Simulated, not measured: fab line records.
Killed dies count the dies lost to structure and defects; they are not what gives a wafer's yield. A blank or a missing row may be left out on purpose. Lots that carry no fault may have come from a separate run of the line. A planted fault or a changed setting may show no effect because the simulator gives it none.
Which tool did it? ; flow n5 finfet ; 24 lots with 72 wafers sampled at 6 steps, on a route of 1938 steps

== WHAT THE GAUGES SHOWED, per wafer ==
N5_BEOL_M6_THK_MEAS_01.
lot;measured;on;M6_ILD_THK (nm)
L074;day 9 05:35;film metro-01;153.0 155.4 155.5
L076;day 9 12:16;film metro-02;153.5 156.6 156.1
L077;day 9 14:07;film metro-01;152.8 156.0 155.8
L075;day 9 15:36;film metro-01;153.6 153.4 155.3
L079;day 9 21:40;film metro-02;152.2 160.6 154.5
L080;day 9 21:55;film metro-02;154.3 155.6 156.0
L078;day 9 22:38;film metro-02;151.1 153.6 156.4
L081;day 10 21:11;film metro-01;152.8 154.6 154.6
L083;day 11 02:41;film metro-02;155.2 153.5 155.9
L084;day 11 02:55;film metro-02;152.6 154.4 156.6
L082;day 11 05:08;film metro-01;157.0 155.4 156.5
L086;day 12 06:21;film metro-01;155.2 156.2 156.8
L088;day 12 07:19;film metro-01;152.9 153.6 156.7
L087;day 12 08:19;film metro-02;158.0 156.4 162.1
L085;day 12 11:34;film metro-01;151.3 156.1 157.0
L090;day 12 13:13;film metro-01;153.0 154.1 153.9
L089;day 12 18:01;film metro-02;152.3 153.0 155.8
L092;day 12 23:18;film metro-01;156.3 158.0 160.4
L091;day 13 08:35;film metro-02;156.7 157.5 159.0
L095;day 13 22:53;film metro-01;154.3 155.4 154.7
L093;day 13 23:08;film metro-02;153.1 152.6 154.4
L094;day 13 23:40;film metro-02;152.9 157.2 157.0
L096;day 14 14:13;film metro-02;154.1 158.0 155.8
L097;day 15 08:51;film metro-02;152.2 154.3 156.9

N5_BEOL_M6_CD_MEAS_11 targets a cd of 38.5 nm.
lot;measured;on;cd nm (nm)
L074;day 9 06:09;cd sem-03;37.9 38.4 38.7
L076;day 9 13:13;cd sem-03;38.4 38.3 39.0
L077;day 9 15:52;cd sem-01;38.8 39.2 39.4
L075;day 9 16:13;cd sem-01;38.1 39.0 38.9
L079;day 9 23:29;cd sem-02;38.8 39.0 39.6
L080;day 9 23:40;cd sem-03;39.3 38.2 37.9
L078;day 9 23:50;cd sem-02;39.4 39.0 39.4
L081;day 11 01:45;cd sem-03;38.5 38.3 37.9
L083;day 11 04:07;cd sem-03;38.7 38.2 39.2
L084;day 11 04:17;cd sem-03;38.8 38.1 37.8
L082;day 11 07:19;cd sem-02;38.4 38.7 38.4
L086;day 12 07:13;cd sem-02;39.3 37.9 38.9
L088;day 12 10:18;cd sem-02;38.2 38.5 38.0
L087;day 12 10:41;cd sem-02;37.9 39.1 38.5
L085;day 12 12:31;cd sem-02;38.7 38.8 38.8
L090;day 12 13:47;cd sem-03;38.5 37.8 38.3
L089;day 12 19:43;cd sem-01;39.2 38.8 38.1
L092;day 13 00:08;cd sem-03;39.2 38.9 38.1
L091;day 13 09:34;cd sem-03;38.0 37.9 37.6
L095;day 14 00:43;cd sem-02;38.1 38.0 38.3
L093;day 14 01:00;cd sem-01;38.7 39.1 38.7
L094;day 14 01:52;cd sem-03;39.2 38.6 38.3
L096;day 14 16:26;cd sem-03;38.1 38.3 38.7
L097;day 15 12:41;cd sem-02;38.2 37.9 39.3

N5_BEOL_M6_INSPECT_13: inspects for defects (brightfield).
lot;measured;on;raw defect count
L074;day 9 06:12;defect inspect-01;312 410 539
L076;day 9 13:16;defect inspect-01;372 452 419
L077;day 9 15:56;defect inspect-02;379 444 414
L075;day 9 16:16;defect inspect-02;344 311 329
L079;day 9 23:32;defect inspect-02;407 424 488
L080;day 9 23:43;defect inspect-01;360 368 304
L078;day 9 23:53;defect inspect-02;333 392 481
L081;day 11 01:49;defect inspect-01;392 380 307
L083;day 11 04:10;defect inspect-02;467 584 509
L084;day 11 04:20;defect inspect-01;356 505 582
L082;day 11 07:22;defect inspect-02;448 905 531
L086;day 12 07:16;defect inspect-01;367 377 373
L088;day 12 10:22;defect inspect-02;689 601 458
L087;day 12 10:44;defect inspect-02;478 506 549
L085;day 12 12:35;defect inspect-01;445 412 515
L090;day 12 13:50;defect inspect-02;438 459 446
L089;day 12 19:46;defect inspect-01;516 376 711
L092;day 13 00:11;defect inspect-02;387 301 298
L091;day 13 09:37;defect inspect-01;435 489 409
L095;day 14 00:46;defect inspect-01;321 272 320
L093;day 14 01:03;defect inspect-02;410 594 727
L094;day 14 01:55;defect inspect-01;455 434 266
L096;day 14 16:31;defect inspect-01;306 314 282
L097;day 15 12:44;defect inspect-02;349 406 340

N5_BEOL_M6_OCD_MEAS_38.
lot;measured;on;trench depth nm (nm)
L074;day 9 10:58;ocd-01;93.5 95.6 93.9
L076;day 9 20:53;ocd-02;94.4 92.5 89.4
L077;day 9 20:14;ocd-02;92.1 89.8 93.6
L075;day 9 21:31;ocd-02;93.0 97.0 93.4
L079;day 10 03:23;ocd-02;92.3 93.0 92.4
L080;day 10 03:23;ocd-01;89.5 94.1 93.3
L078;day 10 03:58;ocd-02;93.3 96.1 93.1
L081;day 11 03:10;ocd-01;96.6 92.3 93.2
L083;day 11 07:01;ocd-02;90.4 90.2 97.6
L084;day 11 07:04;ocd-01;92.5 93.8 92.2
L082;day 11 08:56;ocd-01;93.4 93.5 91.6
L086;day 12 10:11;ocd-02;92.6 95.3 95.5
L088;day 12 11:58;ocd-01;91.3 92.4 91.6
L087;day 12 14:05;ocd-01;94.9 93.3 94.8
L085;day 12 16:05;ocd-01;95.0 90.5 91.1
L090;day 12 16:39;ocd-01;93.0 92.3 96.4
L089;day 13 00:31;ocd-02;93.5 92.1 94.6
L092;day 13 02:24;ocd-01;99.6 94.5 92.9
L091;day 13 11:14;ocd-02;94.2 94.2 91.8
L095;day 14 02:50;ocd-01;93.2 92.3 94.8
L093;day 14 02:58;ocd-02;93.0 95.5 97.6
L094;day 14 03:52;ocd-01;98.0 98.3 96.0
L096;day 14 18:16;ocd-02;96.2 97.7 94.5
L097;day 15 15:59;ocd-01;93.2 93.6 93.0

== WHAT TOOL EACH LOT RAN ON (gives the tool, then ch and the chambers of the sampled wafers, and finally the start) ==
lot;N5_BEOL_M5_ANNEAL_84;N5_BEOL_M5_DEP_56
L074;pvd sputter-01, day 9 01:44;pecvd-04 ch 0,1, day 9 04:52
L076;pvd sputter-01, day 9 08:03;pecvd-02 ch 0,1,2, day 9 11:08
L077;pvd sputter-03, day 9 08:53;pecvd-01 ch 0,1, day 9 11:58
L075;pvd sputter-02, day 9 10:39;pecvd-02 ch 0,2, day 9 13:53
L079;pvd sputter-03, day 9 15:37;pecvd-01 ch 0,1, day 9 20:28
L080;pvd sputter-02, day 9 18:07;pecvd-01 ch 0,1, day 9 21:12
L078;pvd sputter-01, day 9 18:08;pecvd-02 ch 0,1, day 9 21:19
L081;pvd sputter-01, day 10 17:08;pecvd-02 ch 0,2, day 10 20:28
L083;pvd sputter-01, day 10 22:52;pecvd-04 ch 0,2, day 11 01:58
L084;pvd sputter-02, day 10 22:59;pecvd-01 ch 1,2, day 11 02:13
L082;pvd sputter-03, day 11 01:16;pecvd-01 ch 1,2, day 11 04:24
L086;pvd sputter-03, day 12 02:34;pecvd-01 ch 0,1,2, day 12 05:38
L088;pvd sputter-02, day 12 02:56;pecvd-01 ch 1,2, day 12 06:04
L087;pvd sputter-01, day 12 04:10;pecvd-02 ch 0,1,2, day 12 07:37
L085;pvd sputter-02, day 12 07:46;pecvd-02 ch 0,2, day 12 10:51
L090;pvd sputter-01, day 12 09:26;pecvd-02 ch 0,1,2, day 12 12:31
L089;pvd sputter-03, day 12 11:48;pecvd-02 ch 0,2, day 12 17:19
L092;pvd sputter-01, day 12 19:00;pecvd-02 ch 1,2, day 12 22:35
L091;pvd sputter-01, day 13 02:12;pecvd-01 ch 0,1,2, day 13 07:53
L095;pvd sputter-02, day 13 19:05;pecvd-04 ch 0,1,2, day 13 22:11
L093;pvd sputter-01, day 13 19:19;pecvd-01 ch 1,2, day 13 22:26
L094;pvd sputter-03, day 13 19:49;pecvd-04 ch 1,2, day 13 22:58
L096;pvd sputter-01, day 14 06:19;pecvd-02 ch 1,2, day 14 13:28
L097;pvd sputter-02, day 15 04:49;pecvd-01 ch 0,2, day 15 08:09
- N5_BEOL_M5_ANNEAL_84: time 1800 s.
- N5_BEOL_M5_DEP_56: deposits SiCN from 3MS/NH3, target thk 8 nm, time 14 s.

== WHAT THE TOOLS THEMSELVES READ (means of the sampled wafers that have a number; where no wafer has one, the mark that the record gives instead) ==
N5_BEOL_M5_ANNEAL_84.
lot;tool;heater power w (W);susceptor_temp_C_max
L074;pvd sputter-01;815;400.7
L076;pvd sputter-01;822;400.7
L077;pvd sputter-03;819;400.8
L075;pvd sputter-02;901;401.1
L079;pvd sputter-03;839;401.1
L080;pvd sputter-02;831;401.0
L078;pvd sputter-01;798;400.9
L081;pvd sputter-01;817;400.8
L083;pvd sputter-01;814;400.3
L084;pvd sputter-02;858;401.0
L082;pvd sputter-03;820;401.1
L086;pvd sputter-03;767;401.3
L088;pvd sputter-02;832;400.9
L087;pvd sputter-01;819;401.1
L085;pvd sputter-02;829;400.8
L090;pvd sputter-01;831;400.8
L089;pvd sputter-03;800;401.2
L092;pvd sputter-01;830;400.7
L091;pvd sputter-01;827;400.8
L095;pvd sputter-02;892;401.5
L093;pvd sputter-01;828;400.8
L094;pvd sputter-03;757;400.8
L096;pvd sputter-01;791;400.6
L097;pvd sputter-02;872;401.4

N5_BEOL_M5_DEP_56.
lot;tool;showerhead plenum p Torr (Torr);throttle valve pct (%)
L074;pecvd-04;3.666;8.8
L076;pecvd-02;3.657;9.2
L077;pecvd-01;3.661;9.8
L075;pecvd-02;3.663;9.4
L079;pecvd-01;3.667;9.6
L080;pecvd-01;3.669;9.8
L078;pecvd-02;3.672;9.6
L081;pecvd-02;3.658;9.5
L083;pecvd-04;3.671;8.7
L084;pecvd-01;3.657;9.1
L082;pecvd-01;3.655;9.2
L086;pecvd-01;3.662;9.2
L088;pecvd-01;3.651;9.1
L087;pecvd-02;3.659;9.4
L085;pecvd-02;3.663;9.3
L090;pecvd-02;3.660;9.5
L089;pecvd-02;3.659;9.4
L092;pecvd-02;3.660;9.2
L091;pecvd-01;3.654;9.3
L095;pecvd-04;3.662;8.7
L093;pecvd-01;3.656;9.8
L094;pecvd-04;3.654;8.3
L096;pecvd-02;3.654;9.1
L097;pecvd-01;3.663;9.0

== THE ANSWER, worked out from the rows above alone ==
Rule: the usual values come from the lots themselves. The widest of any qualifying gaps counts: lots, ordered by their means at a reading, are off when they make up no more than a third of the lots, leave a main group of 4 or more, and stand apart from it by 3 or more times the standard deviation of that group's means. The tables above print the reading to a certain number of digits; a main group whose means all agree to those digits is not used. A lot without any number at a reading at which 4 lots or more have one is off too. All remaining lots with rows at the step are treated as sound. Order of review: gauges by route order, followed by the tools' own readings, for which a lot's mean as printed above is used. At the first step where some lot is off, the reading lying furthest off is the one used; lots without a number count as furthest.
None of the lots is off at any reading shown; this tells nothing.

== WHAT THE SIMULATOR HAD INSERTED ==
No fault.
